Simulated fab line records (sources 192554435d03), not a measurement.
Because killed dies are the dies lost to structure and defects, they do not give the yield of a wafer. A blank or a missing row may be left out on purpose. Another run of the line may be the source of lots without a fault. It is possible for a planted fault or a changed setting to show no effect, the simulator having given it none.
Matching of chambers	flow n5Finfet	rieDiel-01 running N5_BEOL_M3_VIA_ETCH_34: 4 sister chambers
The step etches the open film in C4F6/O2, target depth 69.4 nm, time 65.9 s. 18 wafers are shown with their chamber, then 9 later ones without.

WAFERS WITH THEIR CHAMBER
wafer	chamber	showerheadPlenumPTorr (Torr)	rfVppV (V)	oes_ar_750_au (a.u.)
L075.3	3	2.77	668	0.71
L075.4	0	2.89	672	0.86
L075.6	3	2.77	668	0.71
L076.2	1	2.93	681	0.74
L076.3	2	2.85	679	0.71
L076.5	3	2.77	670	0.71
L079.2	1	2.93	682	0.75
L079.3	0	2.89	672	0.85
L079.6	1	2.93	680	0.75
L084.2	3	2.76	667	0.69
L084.3	1	2.93	682	0.74
L084.6	1	2.93	681	0.74
L085.1	0	2.88	671	0.82
L085.3	1	2.92	681	0.73
L085.4	3	2.76	667	0.69
L089.3	3	2.76	667	0.69
L089.4	1	2.92	682	0.73
L089.6	3	2.76	666	0.69

SIGNATURES (averages over the wafers above)
reading	chamber 0	chamber 1	chamber 2	chamber 3	scatter within a chamber
showerheadPlenumPTorr	2.8867	2.9271	2.8500	2.7643	0.00522
rfVppV	671.67	681.29	679.00	667.57	0.993
oes_ar_750_au	0.8433	0.7400	0.7100	0.6986	0.0118
Rule: for each reading, subtract the chamber's mean from the wafer's reading, divide by that reading's scatter and square the result; add these up over the readings and take the root, which gives the wafer's distance from the chamber. If the next closest chamber is less than 2 further off than the closest, the wafer can't be placed; otherwise it belongs to the closest. The scatter: the root of (the sum of the squares of (reading less its chamber's mean) over the shown wafers, divided by (wafers less chambers)).

WAFERS WHOSE CHAMBER IS MISSING
wafer	showerheadPlenumPTorr (Torr)	rfVppV (V)	oes_ar_750_au (a.u.)
L090.2	2.76	666	0.69
L090.4	2.92	681	0.73
L090.5	2.76	666	0.69
L093.1	2.84	679	0.70
L093.3	2.76	666	0.68
L093.4	2.76	666	0.69
L097.1	2.91	682	0.72
L097.4	2.87	671	0.82
L097.5	2.83	679	0.69

EACH ONE'S CHAMBER
wafer	from the rows above	in truth
L090.2	3	3
L090.4	1	1
L090.5	3	3
L093.1	2	2
L093.3	3	3
L093.4	3	3
L097.1	1	1
L097.4	0	0
L097.5	2	2
Correctly placed: 9 of 9. Left unplaced by these rows: 0. Wrongly placed: 0.
